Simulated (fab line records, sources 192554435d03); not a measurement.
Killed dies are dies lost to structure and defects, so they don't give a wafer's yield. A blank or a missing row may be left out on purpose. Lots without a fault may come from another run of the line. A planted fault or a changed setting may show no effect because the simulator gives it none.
Which tool did it? | flow n5_finfet | 21 lots, 63 wafers sampled, at 3 steps of a route of 1938

WHAT THE GAUGES READ, wafer by wafer
N5_BEOL_M0_CUTY_CD_MEAS_57: target cd 200 nm. Usual: cd_nm 199.9 nm, standard deviation 0.9.
lot  | measured     | on        | cd_nm (nm)        | flag
L075 | day 6 02:49  | cd_sem-01 | 198.8 199.0 201.0 |
L076 | day 6 09:18  | cd_sem-02 | 201.2 201.0 202.1 |
L077 | day 6 16:43  | cd_sem-03 | 199.7 200.6 200.1 |
L078 | day 6 17:36  | cd_sem-01 | 200.8 200.2 200.6 |
L079 | day 7 02:26  | cd_sem-02 | 199.3 200.7 200.3 |
L080 | day 7 04:51  | cd_sem-02 | 199.7 198.4 200.4 |
L082 | day 7 18:16  | cd_sem-02 | 200.0 200.1 201.9 |
L083 | day 7 23:12  | cd_sem-03 | 199.1 200.3 199.0 |
L084 | day 8 09:29  | cd_sem-03 | 200.9 200.3 200.8 |
L085 | day 8 21:47  | cd_sem-01 | 199.4 199.4 197.9 |
L086 | day 9 02:38  | cd_sem-03 | 199.9 198.9 199.7 |
L087 | day 9 03:10  | cd_sem-02 | 199.2 198.0 200.3 |
L088 | day 9 06:07  | cd_sem-03 | 200.1 199.6 199.2 |
L089 | day 9 15:10  | cd_sem-02 | 199.9 199.0 200.0 |
L090 | day 9 17:56  | cd_sem-02 | 200.1 199.1 198.6 |
L091 | day 9 22:23  | cd_sem-03 | 199.2 198.9 200.4 |
L092 | day 10 02:36 | cd_sem-01 | 199.0 200.8 199.5 |
L093 | day 10 13:42 | cd_sem-01 | 200.4 199.1 199.5 |
L094 | day 10 20:19 | cd_sem-03 | 201.5 201.2 200.3 |
L096 | day 11 05:31 | cd_sem-02 | 199.2 200.9 201.1 |
L097 | day 11 13:17 | cd_sem-03 | 200.4 200.4 200.4 |

WHICH TOOL RAN EACH LOT (tool, then ch and the chambers of the sampled wafers, then the start)
lot  | N5_BEOL_M0_SAQP_SPACER2_ALD_26    | N5_BEOL_M0_SAQP_ETCH_88
L075 | ald_sin-01 ch 0,1,2, day 5 23:47  | rie_diel-05 ch 1,2, day 6 01:40
L076 | ald_sin-01 ch 1,3, day 6 06:05    | rie_diel-02 ch 2,3, day 6 07:25
L077 | ald_sin-04 ch 0,3, day 6 14:11    | rie_diel-05 ch 1,2, day 6 15:35
L078 | ald_sin-02 ch 1,2,3, day 6 14:55  | rie_diel-05 ch 1,2,3, day 6 16:20
L079 | ald_sin-04 ch 1,2,3, day 6 22:32  | rie_diel-05 ch 1,3, day 7 00:49
L080 | ald_sin-02 ch 1,2,3, day 7 02:23  | rie_diel-02 ch 0,1,2, day 7 03:43
L082 | ald_sin-04 ch 0,1,2, day 7 15:46  | rie_diel-06 ch 0,2, day 7 17:06
L083 | ald_sin-01 ch 0,1, day 7 20:40    | rie_diel-05 ch 1,2,3, day 7 22:02
L084 | ald_sin-04 ch 0,3, day 8 06:50    | rie_diel-02 ch 0,1, day 8 08:10
L085 | ald_sin-01 ch 0,2, day 8 17:58    | rie_diel-06 ch 1,3, day 8 19:18
L086 | ald_sin-02 ch 0,1,2, day 9 00:01  | rie_diel-02 ch 0,1,2, day 9 01:22
L087 | ald_sin-04 ch 1,2, day 9 00:32    | rie_diel-02 ch 0,2, day 9 01:54
L088 | ald_sin-02 ch 0,2,3, day 9 03:46  | rie_diel-05 ch 1,3, day 9 04:59
L089 | ald_sin-01 ch 0,2, day 9 12:41    | rie_diel-02 ch 0,1,2, day 9 14:01
L090 | ald_sin-01 ch 0,1,2, day 9 15:28  | rie_diel-05 ch 0,1,3, day 9 16:48
L091 | ald_sin-01 ch 0,2, day 9 19:57    | rie_diel-02 ch 1,2, day 9 21:15
L092 | ald_sin-02 ch 0,2, day 10 00:10   | rie_diel-02 ch 1,3, day 10 01:28
L093 | ald_sin-04 ch 1,2, day 10 11:21   | rie_diel-06 ch 0,1,2, day 10 12:34
L094 | ald_sin-01 ch 0,2,3, day 10 17:44 | rie_diel-05 ch 1,2,3, day 10 19:01
L096 | ald_sin-01 ch 0,1,2, day 11 02:49 | rie_diel-02 ch 0,1,3, day 11 04:13
L097 | ald_sin-02 ch 0,1,2, day 11 10:54 | rie_diel-02 ch 0,1,3, day 11 12:09
- N5_BEOL_M0_SAQP_SPACER2_ALD_26: deposits SiO2, target thk 15 nm, pulse time 1 s, purge time 2 s.
- N5_BEOL_M0_SAQP_ETCH_88: etches underlayer in N2/H2, target depth 6.5 nm, time 5.2 s.

WHAT THE TOOLS THEMSELVES READ (means of the sampled wafers that have a number; where no wafer has one, the mark that the record gives instead)
N5_BEOL_M0_SAQP_SPACER2_ALD_26. Usual: heater_power_w 457 W, standard deviation 38; precursor_pulse_height_rel 1.001, standard deviation 0.018; susceptor_temp_C 300.03 C, standard deviation 0.21.
lot  | tool       | heater_power_w (W) | precursor_pulse_height_rel | susceptor_temp_C (C) | flag
L075 | ald_sin-01 | 449                | 1.011                      | 300.07               |
L076 | ald_sin-01 | 396                | 1.008                      | 300.06               |
L077 | ald_sin-04 | 479                | 1.009                      | 300.12               |
L078 | ald_sin-02 | 476                | 1.012                      | 300.05               |
L079 | ald_sin-04 | 500                | 1.027                      | 300.14               |
L080 | ald_sin-02 | 473                | 1.005                      | 300.23               |
L082 | ald_sin-04 | 468                | 0.996                      | 300.12               |
L083 | ald_sin-01 | 430                | 1.004                      | 299.76               |
L084 | ald_sin-04 | 497                | 1.014                      | 299.60               |
L085 | ald_sin-01 | 467                | 1.000                      | 300.15               |
L086 | ald_sin-02 | 470                | 1.016                      | 300.00               |
L087 | ald_sin-04 | 468                | 0.986                      | 300.01               |
L088 | ald_sin-02 | 449                | 1.010                      | 300.01               |
L089 | ald_sin-01 | 470                | 1.007                      | 299.98               |
L090 | ald_sin-01 | 454                | 0.982                      | 299.98               |
L091 | ald_sin-01 | 479                | 1.027                      | 299.91               |
L092 | ald_sin-02 | 474                | 1.010                      | 299.82               |
L093 | ald_sin-04 | 468                | 0.991                      | 300.14               |
L094 | ald_sin-01 | 445                | 0.991                      | 300.14               |
L096 | ald_sin-01 | 456                | 0.983                      | 299.81               |
L097 | ald_sin-02 | 476                | 1.004                      | 299.87               |

N5_BEOL_M0_SAQP_ETCH_88. Usual: drypump_motor_current_A 5.8 A, standard deviation 0.35; etch_rf_on_time_s 5.11 s, standard deviation 0.22; n2_flow_sccm 200.0 sccm, standard deviation 0.58; oes_product_au 0.67 a.u., standard deviation 0.063; rf_vpp_V 523 V, standard deviation 3.1; showerhead_plenum_p_Torr 2.50 Torr, standard deviation 0.11; throttle_valve_pct 17.80 %, standard deviation 0.29.
lot  | tool        | drypump_motor_current_A (A) | etch_rf_on_time_s (s) | n2_flow_sccm (sccm) | oes_product_au (a.u.) | rf_vpp_V (V) | showerhead_plenum_p_Torr (Torr) | throttle_valve_pct (%) | flag
L075 | rie_diel-05 | 5.7                         | 5.01                  | 200.5               | 0.64                  | 520          | 2.40                            | 18.10                  |
L076 | rie_diel-02 | 6.0                         | 5.12                  | 200.2               | 0.74                  | 523          | 2.54                            | 17.69                  |
L077 | rie_diel-05 | 5.6                         | 4.94                  | 199.8               | 0.64                  | 519          | 2.40                            | 18.09                  |
L078 | rie_diel-05 | 5.8                         | 5.23                  | 199.9               | 0.64                  | 522          | 2.48                            | 18.05                  |
L079 | rie_diel-05 | 5.8                         | 5.21                  | 199.9               | 0.64                  | 525          | 2.58                            | 18.23                  |
L080 | rie_diel-02 | 5.6                         | 5.07                  | 200.1               | 0.67                  | 524          | 2.54                            | 17.81                  |
L082 | rie_diel-06 | 6.1                         | 5.44                  | 199.7               | 0.70                  | 525          | 2.61                            | 17.82                  |
L083 | rie_diel-05 | 5.8                         | 5.11                  | 199.9               | 0.65                  | 522          | 2.47                            | 18.05                  |
L084 | rie_diel-02 | 5.7                         | 5.02                  | 200.1               | 0.62                  | 521          | 2.43                            | 17.71                  |
L085 | rie_diel-06 | 6.0                         | 5.16                  | 199.9               | 0.68                  | 519          | 2.44                            | 17.87                  |
L086 | rie_diel-02 | 5.6                         | 5.14                  | 200.3               | 0.65                  | 525          | 2.53                            | 17.81                  |
L087 | rie_diel-02 | 5.6                         | 5.30                  | 200.0               | 0.68                  | 527          | 2.64                            | 17.91                  |
L088 | rie_diel-05 | 5.7                         | 5.15                  | 199.9               | 0.62                  | 522          | 2.49                            | 18.33                  |
L089 | rie_diel-02 | 5.6                         | 5.12                  | 199.4               | 0.65                  | 524          | 2.53                            | 17.83                  |
L090 | rie_diel-05 | 5.7                         | 5.05                  | 200.2               | 0.67                  | 523          | 2.51                            | 18.00                  |
L091 | rie_diel-02 | 5.8                         | 5.17                  | 199.7               | 0.68                  | 525          | 2.59                            | 17.94                  |
L092 | rie_diel-02 | 6.1                         | 4.94                  | 199.7               | 0.64                  | 521          | 2.40                            | 17.70                  |
L093 | rie_diel-06 | 5.9                         | 5.37                  | 200.0               | 0.64                  | 524          | 2.54                            | 17.95                  |
L094 | rie_diel-05 | 5.8                         | 5.19                  | 200.1               | 0.63                  | 522          | 2.46                            | 18.08                  |
L096 | rie_diel-02 | 5.8                         | 4.96                  | 200.0               | 0.65                  | 522          | 2.44                            | 17.69                  |
L097 | rie_diel-02 | 5.8                         | 4.94                  | 200.3               | 0.65                  | 523          | 2.44                            | 17.71                  |

THE ANSWER, worked out from the rows above alone
Rule: a lot is off if the mean of its wafers that have a number lies more than 3 standard deviations from the usual mean. A lot without any number at a reading at which 4 lots or more have one is off too. The other lots that the step has rows for count as sound. The gauges are gone through in route order, then the tools' own readings, and for those a lot's mean is taken as printed above. The first step at which some lot is off is used, and at that step the reading that is off furthest; a lot without a number counts as furthest.
No lot is off at any reading shown: from this, nothing can be told.

WHAT THE SIMULATOR HAD PUT IN
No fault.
